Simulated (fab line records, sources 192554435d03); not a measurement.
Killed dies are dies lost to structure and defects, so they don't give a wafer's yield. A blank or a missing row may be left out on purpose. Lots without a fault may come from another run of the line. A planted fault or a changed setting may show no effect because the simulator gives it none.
Which tool did it? | flow n5_finfet | 12 lots, 36 wafers sampled, at 2 steps of a route of 1938

WHAT THE GAUGES READ, wafer by wafer
N5_BEOL_M15_INSPECT_55: inspects for defects (darkfield).
lot  | measured     | on                | raw_defect_count
L074 | day 12 13:01 | defect_inspect-01 | 85 87 58
L077 | day 12 23:53 | defect_inspect-01 | 46 48 57
L079 | day 13 11:29 | defect_inspect-02 | 44 69 44
L081 | day 13 19:34 | defect_inspect-01 | 105 75 131
L084 | day 14 12:19 | defect_inspect-01 | 88 113 80
L085 | day 14 21:08 | defect_inspect-02 | 49 45 56
L087 | day 15 01:24 | defect_inspect-02 | 55 54 57
L088 | day 15 20:07 | defect_inspect-02 | 47 67 49
L091 | day 15 22:24 | defect_inspect-01 | 105 43 63
L093 | day 16 01:49 | defect_inspect-02 | 74 47 102
L095 | day 17 03:55 | defect_inspect-01 | 64 116 161
L097 | day 17 11:35 | defect_inspect-01 | 29 56 45

WHICH TOOL RAN EACH LOT (tool, then ch and the chambers of the sampled wafers, then the start)
lot  | N5_BEOL_M15_ETCH_61
L074 | rie_diel-02 ch 0,2, day 12 07:50
L077 | rie_diel-06 ch 0,2,3, day 12 19:45
L079 | rie_diel-06 ch 1,2,3, day 13 08:57
L081 | rie_diel-06 ch 1,2, day 13 16:35
L084 | rie_diel-04 ch 0,2,3, day 14 10:05
L085 | rie_diel-04 ch 0,2, day 14 14:17
L087 | rie_diel-06 ch 2,3, day 14 22:31
L088 | rie_diel-04 ch 0,2,3, day 15 15:56
L091 | rie_diel-04 ch 0,2, day 15 19:53
L093 | rie_diel-06 ch 2,3, day 15 23:34
L095 | rie_diel-04 ch 1,2,3, day 17 01:24
L097 | rie_diel-02 ch 1,2, day 17 07:36
- N5_BEOL_M15_ETCH_61: etches BARC in N2/H2, target depth 89 nm, overetch 26.7 nm, time 67.9 s.

THE ANSWER, worked out from the rows above alone
Rule: what is usual is taken from the lots themselves. Put in order of their means at a reading, lots are off if they are a third of the lots or fewer, leave a main group of 4 or more, and stand apart from it by a gap of 3 or more times the standard deviation of the main group's means; of several such gaps the widest counts. A main group whose means are all the same, to the digits that the tables above print for the reading, isn't used. A lot without any number at a reading at which 4 lots or more have one is off too. The other lots that the step has rows for count as sound.
No lot is off at any reading shown: from this, nothing can be told.

WHAT THE SIMULATOR HAD PUT IN
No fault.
